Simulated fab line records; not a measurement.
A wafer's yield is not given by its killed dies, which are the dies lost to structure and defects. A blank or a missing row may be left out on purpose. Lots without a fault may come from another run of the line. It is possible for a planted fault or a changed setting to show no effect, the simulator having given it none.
Chamber matching | flow nand_harc | 3 sister chambers for NHARC_P_M2_DEP_33 on pecvd-03
The step deposits SiCN, target thk 30 nm. 14 wafers are shown with their chamber, then 7 later ones without.

== WAFERS WITH THEIR CHAMBER ==
wafer  | chamber | heater_power_outer_w (W) | heater_power_w (W) | rf_fwd_power_W (W)
L555.2 | 2       | 283                      | 543                | 449.1
L555.4 | 2       | 281                      | 551                | 450.1
L555.6 | 1       | 292                      | 507                | 449.9
L559.1 | 0       | 279                      | 534                | 448.5
L559.4 | 0       | 286                      | 533                | 448.9
L559.5 | 1       | 290                      | 514                | 449.2
L560.1 | 1       | 337                      | 572                | 449.0
L560.2 | 0       | 254                      | 481                | 446.5
L560.3 | 2       | 329                      | 593                | 446.8
L562.1 | 1       | 341                      | 564                | 447.7
L562.2 | 2       | 321                      | 576                | 448.8
L562.5 | 2       | 316                      | 600                | 450.2
L569.2 | 2       | 253                      | 503                | 447.7
L569.3 | 0       | 315                      | 571                | 449.2

SIGNATURES (averages over the wafers above)
reading              | chamber 0 | chamber 1 | chamber 2 | scatter within a chamber
heater_power_outer_w | 283.50    | 315.00    | 297.17    | 27.9
heater_power_w       | 529.75    | 539.25    | 561.00    | 35.7
rf_fwd_power_W       | 448.275   | 448.950   | 448.783   | 1.2
Rule: a wafer lies at a distance from a chamber equal to the root of the sum of squares, over the readings, of (its reading less the chamber's mean, divided by the reading's scatter). The wafer belongs to the nearest chamber; if the next one is less than 2 further off, it can't be placed. The scatter: the root of (the sum of the squares of (reading less its chamber's mean) over the shown wafers, divided by (wafers less chambers)).

== WAFERS WITH NO CHAMBER GIVEN ==
wafer  | heater_power_outer_w (W) | heater_power_w (W) | rf_fwd_power_W (W)
L569.6 | 308                      | 547                | 450.9
L571.3 | 302                      | 589                | 447.2
L571.4 | 306                      | 592                | 449.2
L571.6 | 315                      | 548                | 449.2
L574.2 | 241                      | 488                | 450.3
L574.3 | 311                      | 575                | 447.8
L574.5 | 249                      | 486                | 447.0

== WHICH CHAMBER EACH WENT THROUGH ==
wafer  | from the rows above          | in truth
L569.6 | can't be placed: 1 or 2 or 0 | 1
L571.3 | can't be placed: 2 or 0 or 1 | 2
L571.4 | can't be placed: 2 or 1 or 0 | 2
L571.6 | can't be placed: 1 or 2 or 0 | 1
L574.2 | can't be placed: 0 or 2 or 1 | 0
L574.3 | can't be placed: 2 or 1 or 0 | 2
L574.5 | can't be placed: 0 or 2 or 1 | 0
Correct placement for 0 of the 7. Cannot be placed on the basis of these rows: 7; the candidates contain the true chamber in 7. Number placed wrongly: 0.
